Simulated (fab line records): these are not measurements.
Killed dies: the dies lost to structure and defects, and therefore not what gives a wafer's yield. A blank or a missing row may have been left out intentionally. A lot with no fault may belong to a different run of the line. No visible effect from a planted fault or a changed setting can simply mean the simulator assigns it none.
Split-lot study ; flow n5_finfet ; on a route of 1938 steps: 7 lots, 21 wafers read

== ON THE SPLIT ==
At N5_BEOL_M6_VIA_ETCH_34 (etches SiCOH lowk in C4F6/O2, target depth 126.3 nm, time 50.9 s), the setting time_s was moved away from the recipe's 50.9 s on 4 of the 21 wafers read, by -21.9% to +18.2%. For the rest of the wafers, this setting stayed at what the recipe calls for.

The reading is taken at the split's own step.

== THE READING ==
SOC_of_BEOL_M6_COAT_63.thk_nm (the simulator's own value, which no gauge read), in nm, at N5_BEOL_M6_VIA_ETCH_34 (etches SiCOH lowk in C4F6/O2, target depth 126.3 nm, time 50.9 s). There is no usual value for it anywhere in the file. Average 53.9 nm, standard deviation 0.17 nm, over the 17 wafers here run with the recipe.

wafer;tool, chamber at the split;time_s as run, s;against the recipe;SOC_of_BEOL_M6_COAT_63.thk_nm, nm;against lot-mates on the recipe
L074.1;rie_diel-05, 2;50.9;recipe;53.6;-
L074.2;rie_diel-05, 1;50.9;recipe;54.2;-
L074.4;rie_diel-05, 0;50.9;recipe;54;-
L075.2;rie_diel-05, 2,0;50.9;recipe;54;-
L075.6;rie_diel-05, 2,0;50.9;recipe;54;-
L075.4;rie_diel-05, 0;50.9;recipe;54;-
L082.2;rie_diel-05, 2;50.9;recipe;54.2;-
L082.3;rie_diel-05, 1;50.9;recipe;54;-
L082.4;rie_diel-05, 0;50.9;recipe;54;-
L085.2;rie_diel-03, 1;39.73;-21.9%;54.8;+1.2
L085.4;rie_diel-03, 2;50.9;recipe;53.6;-
L085.5;rie_diel-03, 2;39.73;-21.9%;55;+1.4
L088.2;rie_diel-05, 1;50.9;recipe;54;-
L088.4;rie_diel-05, 3;50.9;recipe;53.8;-
L088.6;rie_diel-05, 2;50.9;recipe;53.8;-
L091.1;rie_diel-03, 2;60.17;+18.2%;53;-0.8
L091.2;rie_diel-03, 1;60.17;+18.2%;52.4;-1.4
L091.6;rie_diel-03, 1;50.9;recipe;53.8;-
L097.2;rie_diel-03, 1;50.9;recipe;53.8;-
L097.4;rie_diel-03, 0;50.9;recipe;53.8;-
L097.5;rie_diel-03, 1;50.9;recipe;53.8;-
If several chambers appear in one row, that row covers several wafers at once and the file leaves open which wafer was in which chamber.

FIT RESULTS
A straight line over all 21 wafers: SOC_of_BEOL_M6_COAT_63.thk_nm changes by -0.054 nm for each +1% of time_s; r = -0.92; the points scatter about the line by 0.21 nm.
The same after taking each lot's own level away (the mean of its wafers on the recipe; 21 wafers): -0.0597 nm for each +1%; r = -0.96; scatter 0.15 nm.
According to that fit, moving time_s by its largest amount changes the reading by 1.3 nm.
Across the lots, their own levels run from 53.60 to 54.07 nm, a range of 2.8 times the standard deviation given above.
Hence the lot-to-lot level has little effect on the slope; both slopes agree.
Check: with one of the wafers moved furthest among these (-21.9%) left out of the fit, the line predicts +1.36 nm for it against its lot-mates. Against them it came out at +1.2 nm.

== THESE WAFERS: OTHER SPLITS ==
Before the reading, these wafers also passed through other splits. Each is held against what the fit with the lots' levels taken away leaves over:
other split on the same wafers;wafers away from the commonest value;r with SOC_of_BEOL_M6_COAT_63.thk_nm (lot level and that fit taken away)
N5_BEOL_M4_EXPOSE_08 dose_mj;8;+0.27
N5_BEOL_M5_COAT_66 spin_rpm;7;+0.04
N5_BEOL_M5_COAT_74 spin_rpm;6;+0.05

== THE WHOLE CHAIN: every reading that the file lists as answering this split, in the file's order ==
step;what it does;reading;change (the file's fit);r (the file's)
N5_BEOL_M6_VIA_ETCH_34;etches SiCOH lowk in C4F6/O2, target depth 126.3 nm, time 50.9 s;etch.depth_nm (the simulator's own value, which no gauge read);+1.16 nm for each +1% of the setting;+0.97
N5_BEOL_M6_VIA_ETCH_34;etches SiCOH lowk in C4F6/O2, target depth 126.3 nm, time 50.9 s;SOC_of_BEOL_M6_COAT_63.thk_nm (the simulator's own value, which no gauge read);-0.0597 nm for each +1% of the setting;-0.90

== THE FILE'S OWN FIT ==
SOC_of_BEOL_M6_COAT_63.thk_nm changes by -0.0597 nm for each +1% of time_s, r = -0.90.
